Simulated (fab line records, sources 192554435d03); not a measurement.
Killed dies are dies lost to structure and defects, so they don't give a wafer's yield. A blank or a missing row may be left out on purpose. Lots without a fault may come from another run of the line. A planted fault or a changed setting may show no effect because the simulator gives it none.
fab line records | flow n5_finfet | part 1 of 2: steps 1 to 20 of 30
record lots=5 wafers=15 last_day=19
route steps=1938 shown BEOL_M7@1305 BEOL_M8@1332
lots that met no fault: from a run of the same line without faults
start_h: hours from the record's first day to the start of the lot's first wafer shown | wait_h: hours since the lot's step before | " the same as in the row above | L1.1+2: a row that stands for several wafers | - no value, or no start given | * or withheld: withheld | < > ~ a bound
route shown NAME@n: a module of which the file shows steps, and the number in the route of the first | usual: mean/standard deviation of fault-free wafers | same: alike in all rows | chamber/n: place in a boat | sites: the reading at each site | _std_site: their standard deviation | _edge_site: outer sites' mean less inner sites' | radius_mm: how far each site lies from the wafer's centre | mask NAME#n: copy n | behind: the tool/chamber that last shaped the wafer | hold: why the lot was held/for how many hours/how that ended | device: the transistor (n, p or np) that didn't switch | end of line: the same wafers' tests at the end of the route | a step without rows: its recipe alone | killed: dies lost to structure and defects at the first sort, not the wafer's yield | map: a wafer's dies, x killed, . not, _ none there
set.NAME: the setting as run; set.NAME@STEP: as run at that earlier step | model.NAME: the simulator's own value behind a step, which no gauge read
lots at some steps of the route; a table a step, a row a wafer
services: from which hour (start_h, from the record's first day; less than 0 if before it) a tool's chamber was out of use, for how many hours, and why
## steps
# step N5_BEOL_M7_VIA_ETCH_34
# recipe chemistry=C4F6/O2 target=SiCOH_lowk target_depth_a=1255 mask_material=SOC taper_deg=4 time_s=50.5 ion_energy_ev=250 pressure_mtorr=30 source_w=345 bias_w=185 Ar_flow_sccm=300 C4F6_flow_sccm=10 O2_flow_sccm=10
# usual drypump_motor_current_A=5.6/0.48 oes_f_703_au=0.79/0.067 oes_product_au=0.79/0.074 rf_vpp_V=659/13 showerhead_plenum_p_Torr=2.83/0.087 throttle_valve_pct=20.99/0.18
# columns lot.wafer tool chamber start_h wait_h drypump_motor_current_A oes_f_703_au oes_product_au rf_hours_counter_h rf_vpp_V showerhead_plenum_p_Torr throttle_valve_pct
L082.2 rie_diel-04 2 281.64 0.0 5.5 0.75 0.75 162 633 2.74 20.84
L082.3 " 1 " " 5.7 0.82 0.82 91 661 2.76 20.94
L082.5 " 2 " " 5.5 0.76 0.74 - 635 2.74 20.83
L081.1 rie_diel-04 3 282.08 0.0 5.8 0.72 0.69 248 670 2.83 21.41
L081.4 " 3 " " 5.9 0.71 0.70 - 671 2.83 21.39
L081.6 " 2 " " 5.5 0.76 0.75 - 634 2.74 20.82
L089.2 rie_diel-05 3 334.94 0.0 5.0 0.82 0.80 82 652 2.77 20.88
L089.5 " 3 " " 5.0 0.82 0.81 - 651 2.77 20.89
L089.6 " 0 " " 4.7 0.71 0.68 - 660 2.91 21.10
L090.3 rie_diel-01 0 341.74 0.0 6.1 0.84 0.88 36 696 2.91 21.10
L090.4 " 0 " " 6.2 0.83 0.88 - 696 2.91 21.10
L090.5 " 2 " " 5.1 0.82 0.81 - 662 2.87 20.71
L096.3 rie_diel-01 3 379.56 0.0 6.3 0.80 0.82 92 658 2.79 21.12
L096.5 " 2 " " 5.1 0.80 0.80 - 663 2.86 20.72
L096.6 " 1 " " 6.1 1.01 0.99 - 664 2.88 20.41
# step N5_BEOL_M7_STRIP_76
# recipe chemistry=C4F6/O2 resist=SiARC rf_frequency_hz=6e+07
# columns lot.wafer tool chamber start_h wait_h
L082.2+3+5 rie_diel-04 2,1,2 281.69 0.0
L081.1+4+6 rie_diel-04 3,3,2 282.13 0.0
L089.2+5+6 rie_diel-05 3,3,0 334.98 0.0
L090.3+4+5 rie_diel-01 0,0,2 341.78 0.0
L096.3+5+6 rie_diel-01 3,2,1 379.60 0.0
# step N5_BEOL_M7_STRIP_36
# recipe chemistry=N2/H2 power_w=450 temp_c=40 pressure_mtorr=20 rf_frequency_hz=6e+07 overash_fraction=0.3 bias_power_w=7 h2_frac=0.5 n2_flow_sccm=200 h2_flow_sccm=200
# usual drypump_motor_current_A=5.6/0.48 oes_product_au=0.79/0.074 power_w=449.8/1.4 rf_vpp_V=59.1/1.5 showerhead_plenum_p_Torr=2.52/0.096 throttle_valve_pct=23.72/0.29
# columns lot.wafer tool chamber start_h wait_h drypump_motor_current_A oes_product_au power_w rf_hours_counter_h rf_vpp_V showerhead_plenum_p_Torr throttle_valve_pct
L082.2 rie_diel-04 2 281.70 0.0 5.5 0.74 447.6 162 59.4 2.42 23.20
L082.3 " 1 " " 5.8 0.82 452.7 91 60.7 2.46 23.87
L082.5 " 2 " " 5.5 0.75 448.5 - 59.6 2.42 23.21
L081.1 rie_diel-04 3 282.14 0.0 5.8 0.68 452.2 248 57.6 2.51 23.94
L081.4 " 3 " " 5.9 0.70 450.1 - 58.7 2.51 23.96
L081.6 " 2 " " 5.5 0.75 447.9 - 57.6 2.42 23.20
L089.2 rie_diel-05 3 334.99 0.0 5.0 0.82 447.7 82 58.2 2.45 23.72
L089.5 " 3 " " 5.0 0.82 448.5 - 58.8 2.45 23.72
L089.6 " 0 " " 4.7 0.68 449.2 - 60.8 2.63 23.92
L090.3 rie_diel-01 0 341.79 0.0 6.1 0.87 451.8 36 59.7 2.60 24.01
L090.4 " 0 " " 6.1 0.86 452.2 - 59.5 2.61 24.02
L090.5 " 2 " " 5.1 0.81 449.0 - 57.0 2.58 23.55
L096.3 rie_diel-01 3 379.61 0.0 6.4 0.83 448.7 92 54.2 2.45 23.44
L096.5 " 2 " " 5.1 0.78 449.6 - 59.5 2.57 23.59
L096.6 " 1 " " 6.1 0.97 450.6 - 61.7 2.59 23.41
# step N5_BEOL_M7_TRENCH_ETCH_37
# recipe chemistry=C4F6/O2 target_depth_a=934.78 target=SiCOH_lowk time_s=31.2 ion_energy_ev=250 pressure_mtorr=30 source_w=345 bias_w=185 Ar_flow_sccm=300 C4F6_flow_sccm=10 O2_flow_sccm=10
# usual drypump_motor_current_A=5.6/0.48 oes_f_703_au=0.79/0.067 oes_product_au=0.79/0.073 rf_vpp_V=659/13 showerhead_plenum_p_Torr=2.83/0.087 throttle_valve_pct=21.03/0.18
# columns lot.wafer tool chamber start_h wait_h drypump_motor_current_A oes_f_703_au oes_product_au rf_hours_counter_h rf_vpp_V showerhead_plenum_p_Torr throttle_valve_pct
L082.2 rie_diel-04 2 - - 5.5 0.76 0.74 162 634 2.74 20.85
L082.3 " 1 " " 5.7 0.83 0.81 91 661 2.76 20.98
L082.5 " 2 " " 5.5 0.76 0.74 - 633 2.74 20.88
L081.1 rie_diel-04 3 - - 5.8 0.71 0.69 248 672 2.83 21.41
L081.4 " 3 " " 5.9 0.72 0.69 - 670 2.83 21.42
L081.6 " 2 " " 5.5 0.76 0.74 - 633 2.74 20.85
L089.2 rie_diel-05 3 - - 5.0 0.82 0.81 82 652 2.77 20.91
L089.5 " 3 " " 5.0 0.81 0.81 - 652 2.77 20.94
L089.6 " 0 " " 4.7 0.70 0.68 - 658 2.91 21.13
L090.3 rie_diel-01 0 - - 6.1 0.84 0.87 36 695 2.91 21.12
L090.4 " 0 " " 6.1 0.83 0.86 - 695 2.91 21.12
L090.5 " 2 " " 5.1 0.81 0.80 - 663 2.87 20.73
L096.3 rie_diel-01 3 - - 6.4 0.80 0.80 92 657 2.79 21.13
L096.5 " 2 " " 5.1 0.79 0.78 - 661 2.86 20.75
L096.6 " 1 " " 6.1 1.01 0.97 - 664 2.88 20.44
# step N5_BEOL_M7_ETCH_41
# recipe chemistry=CH3F/O2 target=SiCN target_depth_a=319 taper_deg=2 time_s=57.8 ion_energy_ev=120 mask_material=TiN pressure_mtorr=30 source_w=395 bias_w=75 Ar_flow_sccm=150 CH3F_flow_sccm=30 O2_flow_sccm=20
# usual drypump_motor_current_A=5.6/0.48 oes_product_au=0.78/0.073 rf_vpp_V=297.2/1.5 showerhead_plenum_p_Torr=1.99/0.064 throttle_valve_pct=16.40/0.16
# columns lot.wafer tool chamber start_h wait_h drypump_motor_current_A oes_product_au rf_hours_counter_h rf_vpp_V showerhead_plenum_p_Torr throttle_valve_pct
L082.2 rie_diel-04 2 - - 5.5 0.74 162 296.7 1.92 16.27
L082.3 " 1 " " 5.7 0.82 92 296.0 1.93 16.34
L082.5 " 2 " " 5.5 0.75 - 296.1 1.92 16.26
L081.1 rie_diel-04 3 - - 5.8 0.70 248 297.1 1.99 16.85
L081.4 " 3 " " 5.8 0.69 - 296.6 1.99 16.82
L081.6 " 2 " " 5.5 0.75 - 296.3 1.92 16.28
L089.2 rie_diel-05 3 - - 5.0 0.81 82 297.0 1.94 16.26
L089.5 " 3 " " 5.0 0.82 - 295.6 1.94 16.25
L089.6 " 0 " " 4.7 0.68 - 299.0 2.04 16.57
L090.3 rie_diel-01 0 - - 6.1 0.87 36 297.0 2.04 16.42
L090.4 " 0 " " 6.1 0.88 - 298.0 2.04 16.41
L090.5 " 2 " " 5.1 0.80 - 298.7 2.02 16.17
L096.3 rie_diel-01 3 - - 6.3 0.81 92 296.9 1.95 16.46
L096.5 " 2 " " 5.1 0.79 - 299.0 2.01 16.19
L096.6 " 1 " " 6.2 0.97 - 298.5 2.03 15.85
# step N5_BEOL_M7_STRIP_80
# recipe chemistry=N2/H2 time_s=10 power_w=450 temp_c=40 pressure_mtorr=20 rf_frequency_hz=6e+07 bias_power_w=7 n2_flow_sccm=200 h2_flow_sccm=200
# usual drypump_motor_current_A=5.6/0.48 oes_product_au=0.79/0.073 rf_vpp_V=59.1/0.87 showerhead_plenum_p_Torr=2.52/0.096 throttle_valve_pct=23.72/0.29
# columns lot.wafer tool chamber start_h wait_h drypump_motor_current_A oes_product_au rf_hours_counter_h rf_vpp_V showerhead_plenum_p_Torr throttle_valve_pct
L082.2 rie_diel-04 2 - - 5.5 0.75 162 58.3 2.42 23.23
L082.3 " 1 " " 5.7 0.82 92 59.3 2.46 23.89
L082.5 " 2 " " 5.5 0.75 - 57.7 2.42 23.20
L081.1 rie_diel-04 3 - - 5.8 0.69 248 57.3 2.51 23.93
L081.4 " 3 " " 5.9 0.69 - 59.6 2.51 23.94
L081.6 " 2 " " 5.5 0.76 - 58.4 2.42 23.21
L089.2 rie_diel-05 3 - - 5.0 0.80 82 58.2 2.45 23.72
L089.5 " 3 " " 5.0 0.81 - 58.9 2.45 23.73
L089.6 " 0 " " 4.7 0.68 - 59.6 2.63 23.90
L090.3 rie_diel-01 0 - - 6.1 0.85 36 58.3 2.61 24.01
L090.4 " 0 " " 6.2 0.86 - 59.3 2.61 24.03
L090.5 " 2 " " 5.1 0.80 - 58.3 2.58 23.57
L096.3 rie_diel-01 3 - - 6.4 0.83 92 58.7 2.45 23.44
L096.5 " 2 " " 5.1 0.79 - 59.9 2.57 23.57
L096.6 " 1 " " 6.2 0.98 - 59.6 2.59 23.38
# step N5_BEOL_M7_OCD_MEAS_38
# usual trench_depth_nm=94.0/1.7
# columns lot.wafer tool chamber start_h wait_h trench_depth_nm
L082.2 ocd-01 - 281.90 - 92.2
L082.3 " - " " 93.2
L082.5 " - " " 92.7
L081.1 ocd-01 - 282.33 - 92.9
L081.4 " - " " 93.1
L081.6 " - " " 93.8
L089.2 ocd-01 - 335.19 - 94.0
L089.5 " - " " 93.5
L089.6 " - " " 91.6
L090.3 ocd-02 - 341.99 - 96.0
L090.4 " - " " 95.6
L090.5 " - " " 94.9
L096.3 ocd-01 - 379.81 - 91.2
L096.5 " - " " 93.6
L096.6 " - " " 97.2
# step N5_BEOL_M7_HM_STRIP_39
# recipe chemistry=peroxide_tin_strip material=TiN target_depth_a=250 temp_c=50 time_s=158
# usual bath_heat_duty_pct=7.4/0.86
# columns lot.wafer tool chamber start_h wait_h bath_heat_duty_pct
L082.2 wet_bench-06 3 281.93 0.0 6.0
L082.3 " 2 " " 7.3
L082.5 " 0 " " 8.5
L081.1 wet_bench-03 6 282.37 0.0 7.2
L081.4 " 7 " " 7.7
L081.6 " 3 " " 6.4
L089.2 wet_bench-06 1 335.22 0.0 5.6
L089.5 " 4 " " 7.4
L089.6 " 2 " " 6.8
L090.3 wet_bench-06 5 342.02 0.0 6.4
L090.4 " 3 " " 6.4
L090.5 " 2 " " 7.1
L096.3 wet_bench-03 7 379.84 0.0 6.7
L096.5 " 0 " " 8.4
L096.6 " 5 " " 7.3
# step N5_BEOL_M7_SRD_40
# recipe time_s=30 temp_c=23 rinse_liquid=diw dry=ipa_marangoni
# usual bath_heat_duty_pct=3.7/0.52
# columns lot.wafer tool chamber start_h wait_h bath_heat_duty_pct
L082.2 wet_bench-06 3 281.97 0.0 3.3
L082.3 " 2 " " 4.0
L082.5 " 0 " " 3.6
L081.1 wet_bench-03 6 282.41 0.0 3.3
L081.4 " 7 " " 3.4
L081.6 " 3 " " 3.4
L089.2 wet_bench-06 1 335.27 0.0 2.7
L089.5 " 4 " " 3.5
L089.6 " 2 " " 3.7
L090.3 wet_bench-06 5 342.07 0.0 2.9
L090.4 " 3 " " 2.8
L090.5 " 2 " " 3.5
L096.3 wet_bench-03 7 379.89 0.0 3.3
L096.5 " 0 " " 4.7
L096.6 " 5 " " 4.6
# step N5_BEOL_M7_PRECLEAN_42
# recipe chemistry=residue_remover time_s=60 temp_c=40
# usual bath_heat_duty_pct=4.6/0.62
# columns lot.wafer tool chamber start_h wait_h bath_heat_duty_pct
L082.2 wet_bench-06 3 281.99 0.0 4.6
L082.3 " 2 " " 4.4
L082.5 " 0 " " 4.7
L081.1 wet_bench-03 6 282.43 0.0 5.0
L081.4 " 7 " " 3.9
L081.6 " 3 " " 4.5
L089.2 wet_bench-06 1 335.28 0.0 4.2
L089.5 " 4 " " 4.7
L089.6 " 2 " " 4.5
L090.3 wet_bench-06 5 342.08 0.0 4.1
L090.4 " 3 " " 3.3
L090.5 " 2 " " 4.7
L096.3 wet_bench-03 7 379.91 0.0 4.3
L096.5 " 0 " " 5.6
L096.6 " 5 " " 5.3
# step N5_BEOL_M7_SRD_43
# recipe time_s=30 temp_c=23 rinse_liquid=diw dry=ipa_marangoni
# usual bath_heat_duty_pct=3.8/0.51
# columns lot.wafer tool chamber start_h wait_h bath_heat_duty_pct
L082.2 wet_bench-06 3 282.01 0.0 2.4
L082.3 " 2 " " 3.6
L082.5 " 0 " " 4.1
L081.1 wet_bench-03 6 282.45 0.0 4.6
L081.4 " 7 " " 3.1
L081.6 " 3 " " 3.9
L089.2 wet_bench-06 1 335.30 0.0 2.9
L089.5 " 4 " " 3.0
L089.6 " 2 " " 4.5
L090.3 wet_bench-06 5 342.10 0.0 3.6
L090.4 " 3 " " 3.9
L090.5 " 2 " " 4.1
L096.3 wet_bench-03 7 379.92 0.0 3.7
L096.5 " 0 " " 4.1
L096.6 " 5 " " 3.5
# step N5_BEOL_M7_CD_MEAS_35
# recipe target_cd_nm=40 polarity=opening
# usual cd_nm=40.0/0.58
# columns lot.wafer tool chamber start_h wait_h cd_nm
L082.2 cd_sem-02 - 282.05 0.0 40.5
L082.3 " - " " 40.4
L082.5 " - " " 41.3
L081.1 cd_sem-03 - 282.49 0.0 40.0
L081.4 " - " " 40.8
L081.6 " - " " 40.6
L089.2 cd_sem-01 - 335.34 0.0 40.0
L089.5 " - " " 39.6
L089.6 " - " " 39.8
L090.3 cd_sem-03 - 342.14 0.0 39.9
L090.4 " - " " 39.7
L090.5 " - " " 40.6
L096.3 cd_sem-01 - 379.97 0.0 40.0
L096.5 " - " " 40.2
L096.6 " - " " 39.7
# step N5_BEOL_M7_CURE_75
# recipe temp_c=370 time_s=120 ambient=DMADMS/He material=SiCOH_lowk
# usual lamp_power_pct=52.31/0.059 wafer_temp_C_max=371.6/0.45
# columns lot.wafer tool chamber start_h wait_h lamp_power_pct wafer_temp_C_max
L082.2 uv_cure-03 2 282.14 0.1 52.42 371.7
L082.3 " 2 " " 52.27 372.1
L082.5 " 2 " " 52.29 372.0
L081.1 uv_cure-03 1 282.53 0.0 52.32 371.6
L081.4 " 1 " " 52.29 371.7
L081.6 " 1 " " 52.31 371.8
L089.2 uv_cure-01 0 335.43 0.1 52.27 370.8
L089.5 " 0 " " 52.31 371.2
L089.6 " 0 " " 52.29 371.1
L090.3 uv_cure-03 2 342.46 0.3 52.36 371.5
L090.4 " 2 " " 52.32 371.3
L090.5 " 2 " " 52.43 371.3
L096.3 uv_cure-03 1 380.11 0.1 52.32 372.1
L096.5 " 1 " " 52.37 372.5
L096.6 " 1 " " 52.27 371.5
# step N5_BEOL_M7_DEGAS_44
# recipe ambient=vacuum temp_c=250 time_s=60
# usual heater_power_w=336/43
# columns lot.wafer tool chamber start_h wait_h heater_power_w
L082.2 pvd_sputter-03 - 282.65 0.5 326
L082.3 " - " " 340
L082.5 " - " " 282
L081.1 pvd_sputter-01 - 283.14 0.6 315
L081.4 " - " " 290
L081.6 " - " " 369
L089.2 pvd_sputter-01 - 335.76 0.3 353
L089.5 " - " " 308
L089.6 " - " " 325
L090.3 pvd_sputter-02 - 343.22 0.7 351
L090.4 " - " " 305
L090.5 " - " " 429
L096.3 pvd_sputter-02 - 380.40 0.2 321
L096.5 " - " " 297
L096.6 " - " " 315
# step N5_BEOL_M7_PRE_CLEAN_45
# recipe gas=H2/He time_s=30 temp_c=250
# usual heater_power_w=336/43
# columns lot.wafer tool chamber start_h wait_h heater_power_w
L082.2 pvd_sputter-03 - 282.69 0.0 317
L082.3 " - " " 347
L082.5 " - " " 280
L081.1 pvd_sputter-01 - 283.18 0.0 318
L081.4 " - " " 285
L081.6 " - " " 355
L089.2 pvd_sputter-01 - 335.80 0.0 351
L089.5 " - " " 321
L089.6 " - " " 317
L090.3 pvd_sputter-02 - 343.26 0.0 351
L090.4 " - " " 293
L090.5 " - " " 430
L096.3 pvd_sputter-02 - 380.44 0.0 323
L096.5 " - " " 292
L096.6 " - " " 319
# step N5_BEOL_M7_ALD_77
# recipe material=TaN target_thk_a=20 temp_c=275 ald_precursor_family=PDMAT ald_co_reactant=NH3 pressure_torr=3 carrier_flow_sccm=1500 pulse_time_s=2 purge_time_s=3 co_reactant_purge_time_s=2 co_reactant_pulse_time_s=3 ald_cycles=40 precursor_vessel_temp_c=75 precursor_vessel_pressure_torr=26.25 precursor_vessel_carrier_sccm=1000
# usual heater_power_w=421/50
# same co_reactant_pulse_time_s=3
# columns lot.wafer tool chamber start_h wait_h heater_power_w
L082.2 ald_metal-03 3 282.77 0.1 452
L082.3 " 2 " " 334
L082.5 " 0 " " 425
L081.1 ald_metal-03 0 283.24 0.0 404
L081.4 " 1 " " 473
L081.6 " 2 " " 324
L089.2 ald_metal-03 3 335.86 0.0 465
L089.5 " 2 " " 327
L089.6 " 3 " " 473
L090.3 ald_metal-04 3 343.34 0.1 428
L090.4 " 2 " " 379
L090.5 " 2 " " 372
L096.3 ald_metal-02 1 380.50 0.0 381
L096.5 " 3 " " 451
L096.6 " 0 " " 505
# step N5_BEOL_M7_SURFACE_TREAT_79
# recipe gas=Ar time_s=* ion_energy_ev=* ion_current_ma_cm2=0.5 pressure_mtorr=* ar_flow_sccm=30
# usual throttle_valve_pct=*
# columns lot.wafer tool chamber start_h wait_h throttle_valve_pct
L082.2 pvd_sputter-01 - 283.10 0.2 *
L082.3 " - " " *
L082.5 " - " " *
L081.1 pvd_sputter-01 - 283.54 0.2 *
L081.4 " - " " *
L081.6 " - " " *
L089.2 pvd_sputter-03 - 336.14 0.2 *
L089.5 " - " " *
L089.6 " - " " *
L090.3 pvd_sputter-02 - 343.68 0.2 *
L090.4 " - " " *
L090.5 " - " " *
L096.3 pvd_sputter-03 - 380.81 0.2 *
L096.5 " - " " *
L096.6 " - " " *
# step N5_BEOL_M7_CVD_78
# recipe material=Co target_thk_a=20 temp_c=withheld precursor=CCTBA/H2 pressure_torr=30 time_s=142.3
# columns lot.wafer tool chamber start_h wait_h
L082.2+3+5 cvd_co-02 0,1,2 283.18 0.1
L081.1+4+6 cvd_co-02 0,0,1 283.60 0.0
L089.2+5+6 cvd_co-02 1,2,0 336.21 0.0
L090.3+4+5 cvd_co-01 0,2,2 344.07 0.4
L096.3+5+6 cvd_co-01 2,0,1 380.87 0.0
# step N5_BEOL_M7_SPUTTER_48
# recipe material=Cu target_thk_a=100 temp_c=-20 bias_v=60 power_w=26000 chamber_pressure_pa=0.13 time_s=1.667
# usual throttle_valve_pct=29.8/0.87
# columns lot.wafer tool chamber start_h wait_h throttle_valve_pct
L082.2 pvd_sputter-02 - 283.38 0.2 28.6
L082.3 " - " " 29.5
L082.5 " - " " 30.0
L081.1 pvd_sputter-01 - 283.74 0.1 28.6
L081.4 " - " " 29.9
L081.6 " - " " 31.2
L089.2 pvd_sputter-03 - 336.32 0.1 29.9
L089.5 " - " " 31.1
L089.6 " - " " 30.3
L090.3 pvd_sputter-02 - 344.26 0.1 29.6
L090.4 " - " " 29.7
L090.5 " - " " 29.2
L096.3 pvd_sputter-03 - 380.99 0.1 30.0
L096.5 " - " " 29.1
L096.6 " - " " 29.7
# step N5_BEOL_M7_ECD_50
# recipe material=Cu target_thk_a=3000
# columns lot.wafer tool chamber start_h wait_h
L082.2+3+5 ecd_cu-01 1,0,0 283.50 0.1
L081.1+4+6 ecd_cu-01 1,1,0 283.86 0.1
L089.2+5+6 ecd_cu-01 1,1,0 336.44 0.1
L090.3+4+5 ecd_cu-01 0,1,0 344.40 0.1
L096.3+5+6 ecd_cu-02 1,0,1 381.13 0.1
